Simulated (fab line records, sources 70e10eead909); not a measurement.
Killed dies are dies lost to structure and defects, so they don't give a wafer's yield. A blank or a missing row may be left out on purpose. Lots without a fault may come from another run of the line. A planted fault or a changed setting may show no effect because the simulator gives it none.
Chamber matching | flow nand_harc | NHARC_A_CONTACT_ALD_18 on ald_metal-01: 4 sister chambers
The step deposits TiN, target thk 3 nm, pulse time 1 s, ald cycles 150. 8 wafers are shown with their chamber, then 10 later ones without.

WAFERS WITH THEIR CHAMBER
wafer  | chamber | heater_power_w (W) | precursor_pulse_height_rel
L081.4 | 3       | 1022               | 0.984
L081.6 | 2       | 1140               | 1.006
L085.3 | 3       | 1042               | 0.990
L083.3 | 1       | 1069               | 0.982
L083.5 | 0       | 1143               | 0.982
L083.6 | 1       | 1081               | 1.016
L087.1 | 0       | 1138               | 0.978
L087.2 | 2       | 1125               | 1.011

WAFERS WITHOUT THEIR CHAMBER
wafer  | heater_power_w (W) | precursor_pulse_height_rel
L087.3 | 1005               | 1.001
L093.2 | 1094               | 1.007
L093.4 | 1186               | 0.972
L093.5 | 1132               | 0.989
L095.2 | 1069               | 0.958
L095.5 | 1153               | 1.004
L095.6 | 1118               | 0.994
L096.1 | 1018               | 0.992
L096.3 | 1178               | 1.054
L096.5 | 1202               | 0.933

WHICH CHAMBER EACH WENT THROUGH
wafer  | from the rows above     | in truth
L087.3 | 3                       | 3
L093.2 | can't be placed: 1 or 2 | 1
L093.4 | can't be placed: 0 or 2 | 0
L093.5 | can't be placed: 0 or 2 | 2
L095.2 | can't be placed: 1 or 3 | 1
L095.5 | can't be placed: 2 or 0 | 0
L095.6 | can't be placed: 2 or 0 | 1
L096.1 | 3                       | 3
L096.3 | can't be placed: 2 or 0 | 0
L096.5 | 0                       | 0
Placed correctly: 3 of 10. Can't be placed from these rows: 7 (the true chamber is among the candidates in 6). Placed wrongly: 0.
How it was worked out, from the rows above alone: a wafer's distance from a chamber is the root of the sum, over the readings, of the square of ((its reading less the chamber's mean) divided by the reading's scatter). The wafer belongs to the nearest chamber; if the next one is less than 2 further off, it can't be placed. A chamber's mean is the mean of its shown wafers. The scatter: the root of (the sum of the squares of (reading less its chamber's mean) over the shown wafers, divided by (wafers less chambers)).
